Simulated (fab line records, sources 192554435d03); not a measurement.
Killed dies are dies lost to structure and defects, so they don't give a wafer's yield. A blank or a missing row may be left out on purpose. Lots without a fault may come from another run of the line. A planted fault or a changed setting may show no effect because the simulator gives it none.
fab line records | flow n5_finfet
record lots=10 wafers=30 last_day=19
route steps=1938 shown WELL_APT@33 BEOL_M4@1111 PASSIVATION@1936
lots that met no fault: from a run of the same line without faults
start_h: hours from the record's first day to the start of the lot's first wafer shown | wait_h: hours since the lot's step before | " the same as in the row above | L1.1+2: a row that stands for several wafers | - no value, or no start given | * or withheld: withheld | < > ~ a bound
route shown NAME@n: a module of which the file shows steps, and the number in the route of the first | usual: mean/standard deviation of fault-free wafers | same: alike in all rows | chamber/n: place in a boat | sites: the reading at each site | _std_site: their standard deviation | _edge_site: outer sites' mean less inner sites' | radius_mm: how far each site lies from the wafer's centre | mask NAME#n: copy n | behind: the tool/chamber that last shaped the wafer | hold: why the lot was held/for how many hours/how that ended | device: the transistor (n, p or np) that didn't switch | end of line: the same wafers' tests at the end of the route | a step without rows: its recipe alone | killed: dies lost to structure and defects at the first sort, not the wafer's yield | map: a wafer's dies, x killed, . not, _ none there
set.NAME: the setting as run; set.NAME@STEP: as run at that earlier step | model.NAME: the simulator's own value behind a step, which no gauge read
steps of the route over a sample of lots; a table a step, a row a wafer
services: from which hour (start_h, from the record's first day; less than 0 if before it) a tool's chamber was out of use, for how many hours, and why
## steps
# step N5_WELL_APT_IMPLANT_15
# recipe species=As energy_kev=25 dose_cm2=1.5e+13 tilt_deg=0 rotation_deg=0
# usual dose_ions_cm2=1.5e+13/1.6e+10 faraday_current_uA=191/3.7
# columns lot.wafer tool chamber start_h wait_h dose_ions_cm2 faraday_current_uA
L467.1 implanter-02 0 14.24 0.1 1.5019e+13 185
L467.3 " 0 " " 1.4992e+13 188
L467.6 " 0 " " 1.4996e+13 189
L469.1 implanter-02 0 26.43 0.1 1.4985e+13 195
L469.4 " 0 " " 1.4973e+13 186
L469.5 " 0 " " 1.5014e+13 198
L472.1 implanter-01 0 44.79 0.1 1.5007e+13 195
L472.4 " 0 " " 1.5016e+13 185
L472.6 " 0 " " 1.4994e+13 189
L473.1 implanter-02 0 50.05 0.1 1.4956e+13 192
L473.4 " 0 " " 1.4995e+13 193
L473.6 " 0 " " 1.5005e+13 191
L474.1 implanter-02 0 56.45 0.1 1.498e+13 187
L474.3 " 0 " " 1.5009e+13 189
L474.4 " 0 " " 1.4994e+13 191
L480.1 implanter-02 0 92.28 0.1 2.2038e+13 281
L480.2 " 0 " " 2.2048e+13 280
L480.5 " 0 " " 2.2013e+13 277
L481.1 implanter-02 0 98.12 0.1 2.201e+13 292
L481.3 " 0 " " 2.2025e+13 282
L481.6 " 0 " " 2.2015e+13 276
L483.3 implanter-01 0 111.44 0.1 1.501e+13 188
L483.4 " 0 " " 1.5009e+13 191
L483.5 " 0 " " 1.5008e+13 189
L488.2 implanter-01 0 139.97 0.1 1.4998e+13 189
L488.5 " 0 " " 1.499e+13 185
L488.6 " 0 " " 1.4988e+13 189
L489.2 implanter-01 0 146.42 0.1 1.501e+13 189
L489.4 " 0 " " 1.501e+13 193
L489.5 " 0 " " 1.5013e+13 188
# step N5_WELL_APT_INSPECT_27
# recipe mode=adi inspect_instrument=macro
# usual raw_defect_count=2.0/1.4
# columns lot.wafer tool chamber start_h wait_h raw_defect_count
L467.1 defect_inspect-02 - 15.05 0.0 1
L467.3 " - " " 3
L467.6 " - " " 3
L469.1 defect_inspect-01 - 27.38 0.0 2
L469.4 " - " " 1
L469.5 " - " " 1
L472.1 defect_inspect-02 - 45.73 0.0 1
L472.4 " - " " 4
L472.6 " - " " 5
L473.1 defect_inspect-02 - 50.87 0.0 3
L473.4 " - " " 0
L473.6 " - " " 1
L474.1 defect_inspect-01 - 57.39 0.0 3
L474.3 " - " " 1
L474.4 " - " " 1
L480.1 defect_inspect-01 - 93.11 0.0 2
L480.2 " - " " 2
L480.5 " - " " 1
L481.1 defect_inspect-01 - 98.95 0.0 2
L481.3 " - " " 4
L481.6 " - " " 1
L483.3 defect_inspect-01 - 112.21 0.0 2
L483.4 " - " " 3
L483.5 " - " " 2
L488.2 defect_inspect-01 - 140.75 0.0 1
L488.5 " - " " 0
L488.6 " - " " 3
L489.2 defect_inspect-01 - 147.21 0.0 2
L489.4 " - " " 3
L489.5 " - " " 1
# step N5_WELL_APT_DESCUM_30
# recipe chemistry=O2 time_s=7.9 source_power_w=50 bias_power_w=20 pressure_mtorr=20 rf_frequency_hz=2.712e+07 temp_c=40 o2_flow_sccm=225
# usual drypump_motor_current_A=6.0/0.48 oes_product_au=0.76/0.081 rf_fwd_power_W=49.61/0.17 rf_vpp_V=242.9/1.3 showerhead_plenum_p_Torr=2.08/0.064 throttle_valve_pct=20.54/0.27
# columns lot.wafer tool chamber start_h wait_h drypump_motor_current_A oes_product_au rf_fwd_power_W rf_hours_counter_h rf_vpp_V showerhead_plenum_p_Torr throttle_valve_pct
L467.1 rie_diel-01 1 15.16 0.1 5.7 0.69 49.57 223 244.1 2.06 20.81
L467.3 " 3 " " 5.9 0.71 49.66 232 244.1 2.07 20.37
L467.6 " 0 " " 6.4 0.76 49.62 - 244.5 2.18 20.57
L469.1 rie_diel-03 1 27.78 0.4 5.2 0.72 49.50 201 243.1 2.16 20.37
L469.4 " 2 " " 5.3 0.83 49.96 70 242.8 2.04 20.03
L469.5 " 3 " " 6.5 0.75 49.51 - 244.3 2.18 20.44
L472.1 rie_diel-03 0 45.97 0.2 5.7 0.73 49.48 179 241.6 2.01 20.42
L472.4 " 3 " " 6.5 0.74 49.36 161 243.9 2.18 20.45
L472.6 " 3 " " 6.5 0.74 49.40 - 243.8 2.18 20.44
L473.1 rie_diel-01 1 50.90 0.0 5.8 0.68 49.37 235 244.6 2.06 20.83
L473.4 " 2 " " 6.6 0.81 49.45 105 242.0 2.04 20.86
L473.6 " 2 " " 6.6 0.81 49.58 - 242.8 2.04 20.87
L474.1 rie_diel-04 3 57.42 0.0 5.2 0.73 49.71 188 242.6 1.99 20.24
L474.3 " 1 " " 6.4 0.70 49.60 211 243.9 2.16 20.42
L474.4 " 0 " " 6.0 0.80 49.67 90 243.0 2.13 20.86
L480.1 rie_diel-03 3 93.14 0.0 6.5 0.73 49.50 178 243.1 2.17 20.48
L480.2 " 0 " " 5.7 0.70 49.63 197 240.8 2.00 20.45
L480.5 " 0 " " 5.7 0.70 49.59 - 241.6 2.00 20.44
L481.1 rie_diel-01 2 98.99 0.0 6.5 0.78 49.51 127 240.3 2.03 20.91
L481.3 " 3 " " 6.0 1.01 49.80 4 243.0 2.06 20.00
L481.6 " 0 " " 6.4 0.73 50.00 - 244.6 2.16 20.62
L483.3 rie_diel-03 2 112.26 0.0 5.3 0.79 49.62 100 242.8 2.03 20.06
L483.4 " 1 " " 5.2 0.70 49.37 230 243.4 2.15 20.42
L483.5 " 0 " " 5.7 0.70 49.61 - 241.9 2.00 20.47
L488.2 rie_diel-04 0 140.92 0.2 6.0 0.76 49.81 118 245.7 2.12 20.89
L488.5 " 1 " " 6.4 0.67 49.85 - 243.3 2.15 20.47
L488.6 " 3 " " 5.2 0.70 49.56 - 241.0 1.98 20.28
L489.2 rie_diel-03 1 147.47 0.3 5.2 0.69 49.39 240 244.3 2.15 20.44
L489.4 " 2 " " 5.3 0.79 49.87 109 242.9 2.03 20.09
L489.5 " 2 " " 5.3 0.78 50.10 - 242.2 2.03 20.09
# step N5_WELL_APT_INSPECT_38
# recipe inspect_instrument=darkfield mode=post_epi
# usual raw_defect_count=14/5.2
# columns lot.wafer tool chamber start_h wait_h raw_defect_count
L467.1 defect_inspect-02 - 16.81 0.5 26
L467.3 " - " " 26
L467.6 " - " " 18
L469.1 defect_inspect-01 - 30.30 0.7 10
L469.4 " - " " 12
L469.5 " - " " 16
L472.1 defect_inspect-02 - 47.82 0.7 16
L472.4 " - " " 15
L472.6 " - " " 7
L473.1 defect_inspect-01 - 52.54 0.5 11
L473.4 " - " " 19
L473.6 " - " " 13
L474.1 defect_inspect-02 - 59.42 0.7 4
L474.3 " - " " 12
L474.4 " - " " 9
L480.1 defect_inspect-01 - 95.59 0.5 9
L480.2 " - " " 18
L480.5 " - " " 12
L481.1 defect_inspect-01 - 101.38 0.7 10
L481.3 " - " " 17
L481.6 " - " " 10
L483.3 defect_inspect-02 - 114.14 0.3 4
L483.4 " - " " 12
L483.5 " - " " 13
L488.2 defect_inspect-02 - 142.79 0.4 14
L488.5 " - " " 14
L488.6 " - " " 22
L489.2 defect_inspect-01 - 152.12 0.4 8
L489.4 " - " " 10
L489.5 " - " " 13
# step N5_BEOL_M4_RC_MEAS_101
# usual CJ_P=5.73/0.16 DIBL_N=35.8/1.7 DIBL_P=35.3/2 IOFF_N=0.150/0.026 IOFF_P=0.194/0.029 IOFF_P_LONG=0.000102/8.2e-06 ION_N=667/11 ION_P=456/7.1 SS_N=71.4/0.65 SS_P=73.1/0.64 VT_N=251/3 VT_P=-252/3.2
# columns lot.wafer tool chamber start_h wait_h CJ_P DIBL_N[mV/V] DIBL_P[mV/V] IOFF_N[nA/um] IOFF_P[nA/um] IOFF_P_LONG[nA/um] ION_N[uA/um] ION_P[uA/um] SS_N[mV/dec] SS_P[mV/dec] VT_N[mV] VT_P[mV]
L467.1 prober-01 0 209.88 0.0 5.78 36.5 36.8 0.156 0.193 9.6e-05 678 461 72.2 73.0 253 -252
L467.3 " 0 " " 5.40 32.5 32.0 0.103 0.136 8.8e-05 649 447 70.9 71.8 258 -258
L467.6 " 0 " " 5.62 35.6 36.5 0.150 0.190 9.5e-05 675 466 71.2 74.1 250 -254
L469.1 prober-02 0 223.98 0.0 5.68 36.1 36.4 0.148 0.197 9.4e-05 663 452 71.0 73.3 252 -252
L469.4 " 0 " " 5.62 36.0 36.0 0.150 0.196 9.5e-05 671 462 71.1 73.4 253 -255
L469.5 " 0 " " 5.56 37.7 37.8 0.173 0.228 9.3e-05 666 457 72.4 74.0 247 -250
L472.1 prober-02 0 248.07 0.0 5.53 33.9 32.9 0.125 0.150 9.4e-05 669 448 71.4 72.4 255 -255
L472.4 " 0 " " 5.98 31.8 31.0 0.097 0.135 0.000103 644 443 69.8 72.2 256 -257
L472.6 " 0 " " 5.62 34.2 33.7 0.125 0.157 9.7e-05 662 453 71.0 72.5 253 -254
L473.1 prober-02 0 260.43 0.0 6.07 34.8 34.4 0.118 0.165 9.7e-05 659 450 70.4 72.9 254 -255
L473.4 " 0 " " 5.92 35.6 35.2 0.126 0.167 9.4e-05 649 448 71.1 72.2 254 -256
L473.6 " 0 " " 5.62 34.6 33.4 0.110 0.152 9e-05 638 445 70.9 72.4 257 -259
L474.1 prober-02 0 269.99 0.0 5.91 34.0 35.8 0.141 0.208 0.000113 676 468 70.9 72.7 250 -249
L474.3 " 0 " " 5.59 32.6 33.2 0.123 0.172 0.00011 667 458 70.8 71.9 251 -251
L474.4 " 0 " " 5.81 36.1 38.3 0.184 0.250 0.000115 680 468 71.3 73.2 247 -243
L480.1 prober-01 0 286.95 0.0 6.83 35.4 34.0 0.146 0.174 0.000133 670 453 71.3 72.7 251 -253
L480.2 " 0 " " 6.71 36.5 35.7 0.153 0.189 0.000129 656 446 72.2 72.5 251 -253
L480.5 " 0 " " 6.74 36.5 34.8 0.155 0.181 0.000131 661 452 71.7 73.4 251 -252
L483.3 prober-01 0 313.59 0.3 5.82 34.5 34.0 0.121 0.179 0.000103 650 454 71.1 73.7 254 -250
L483.4 " 0 " " 5.86 34.4 32.9 0.116 0.167 0.000105 656 451 70.8 72.8 255 -255
L483.5 " 0 " " 5.96 36.1 35.3 0.143 0.204 0.000106 668 455 71.9 72.8 253 -251
L481.1 prober-01 0 317.67 0.0 6.92 38.3 35.2 0.186 0.209 0.000131 669 455 72.2 73.8 247 -252
L481.3 " 0 " " 6.63 36.9 34.6 0.161 0.202 0.000123 677 466 71.9 73.9 249 -251
L481.6 " 0 " " 7.01 37.8 34.8 0.171 0.196 0.00014 688 463 72.1 73.1 248 -251
L488.2 prober-01 0 344.32 0.2 5.71 34.3 34.8 0.117 0.170 0.000102 668 463 70.9 73.4 255 -253
L488.5 " 0 " " 5.81 36.6 37.6 0.153 0.217 0.000103 666 458 71.9 73.2 253 -251
L488.6 " 0 " " 5.44 34.5 35.9 0.129 0.184 9.7e-05 674 463 71.3 73.1 252 -253
L489.2 prober-02 0 347.74 0.2 5.82 37.6 35.2 0.177 0.217 0.000104 680 463 71.3 73.9 248 -248
L489.4 " 0 " " 5.79 36.5 35.3 0.159 0.212 0.000103 669 461 70.4 72.7 250 -250
L489.5 " 0 " " 5.63 36.8 36.0 0.167 0.225 0.0001 679 464 71.2 73.7 250 -252
# step N5_PASSIVATION_PROBE_49
# usual defect_limited_yield=91.5/1.4 killed_at_M0_to_M3=34/11 killed_at_M4_up=15/6 killed_at_contacts=11/5.9 killed_at_front_end=37/11 killed_at_other=3.6/2.9 killed_dies=101/17 killed_open=66/12 killed_short=33/7.8 sort_bin_5_function=5.0/0.97 sort_bin_6_memory=3.2/0.65 sort_n_pass=1079/17 sort_yield_pct=91.4/1.4
# same gross_dies=1180 killed_at_back_side=0 sort_bin_4_leakage[%]=0 sort_bin_8_speed[%]=0
# columns lot.wafer tool chamber start_h wait_h defect_limited_yield[%] killed_at_M0_to_M3 killed_at_M4_up killed_at_contacts killed_at_front_end killed_at_other killed_dies killed_open killed_short sort_bin_5_function[%] sort_bin_6_memory[%] sort_n_pass sort_yield_pct[%]
L474.1 prober-02 - 376.09 0.0 91.7 44 15 11 27 1 98 75 19 4.8 3.2 1082 91.7
L474.3 prober-02 - 376.19 0.1 91.8 34 16 17 29 1 97 66 30 5.0 3.1 1083 91.8
L474.4 prober-02 - 376.24 0.2 90.5 30 14 14 53 1 112 83 29 5.8 3.5 1068 90.5
# killed by level:class
L474.1 BEOL_M1:geometric_particle:open=12 BEOL_M2:geometric_particle:open=10 MOL_CONTACT_COAG:geometric_particle:open=9 BEOL_M4:geometric_particle:open=9 STI_FIN_REVEAL:geometric_particle:open=7 BEOL_M0_SAQP:geometric_particle:short=7 BEOL_M3:geometric_particle:open=5 GATE_CUT:geometric_particle:open=4
L474.3 BEOL_M0_SAQP:geometric_particle:short=11 MOL_CONTACT_COAG:geometric_particle:open=11 BEOL_M4:geometric_particle:open=10 BEOL_M0_SAQP:geometric_particle:open=7 FIN_SAQP:geometric_particle:open=6 MOL_CONTACT_COAG:geometric_particle:short=5 GATE_CUT:geometric_particle:short=5 BEOL_M1:geometric_particle:open=5
L474.4 FIN_SAQP:geometric_particle:open=20 MOL_CONTACT_COAG:geometric_particle:open=11 BEOL_M4:geometric_particle:open=9 BEOL_M0_SAQP:geometric_particle:open=7 BEOL_M0_SAQP:geometric_particle:short=7 STI_FIN_REVEAL:geometric_particle:open=6 BEOL_M1:geometric_particle:open=6 BEOL_M2:geometric_particle:open=5
## services
# columns tool chamber start_h hours kind
implanter-02 - 2.18 7.0 repair
rie_diel-03 - 2.20 0.9 repair
implanter-01 - 17.42 9.3 repair
implanter-01 - 45.12 36.3 repair
rie_diel-01 3 67.27 - clean
rie_diel-01 3 67.27 - consumable_replace:focus_ring
rie_diel-01 3 67.27 21.9 scheduled_down
rie_diel-01 3 67.27 21.9 vent_cycle
rie_diel-03 3 86.91 5.4 repair
rie_diel-01 1 89.16 - clean
rie_diel-01 1 89.16 - consumable_replace:focus_ring
rie_diel-01 1 89.16 14.5 scheduled_down
rie_diel-01 1 89.16 14.5 vent_cycle
rie_diel-01 0 100.51 13.7 repair
rie_diel-04 2 110.41 45.9 repair
rie_diel-04 - 115.75 0.4 repair
implanter-02 - 138.99 2.5 pm
## key
first_sign step=N5_WELL_APT_IMPLANT_15 reading=dose_ions_cm2 direction=up sigmas=99+ usual=1.5e+13 struck=2.2025e+13
effect step=N5_WELL_APT_IMPLANT_15 reading=faraday_current_uA direction=up sigmas=25 usual=191 struck=281
effect step=N5_BEOL_M4_RC_MEAS_101 reading=CJ_P direction=up sigmas=6.7 usual=5.73 struck=6.81
effect step=N5_BEOL_M4_RC_MEAS_101 reading=IOFF_P_LONG direction=up sigmas=3.6 usual=0.000102 struck=0.000131
met_at N5_WELL_APT_IMPLANT_15
struck_lots L480,L481
not_acting_at N5_WELL_APT_INSPECT_27,N5_WELL_APT_DESCUM_30,N5_WELL_APT_INSPECT_38
onset_between 56.45 92.28
fault kind=process_parameter_drift tool=implanter-02 chamber=- onset_h=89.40 steps=N5_WELL_APT_IMPLANT_15 channel=dose_cm2 offset=7.0155e+12 shape=step end_h=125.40 acts_in=these_recipes_only stated=1.5e+13
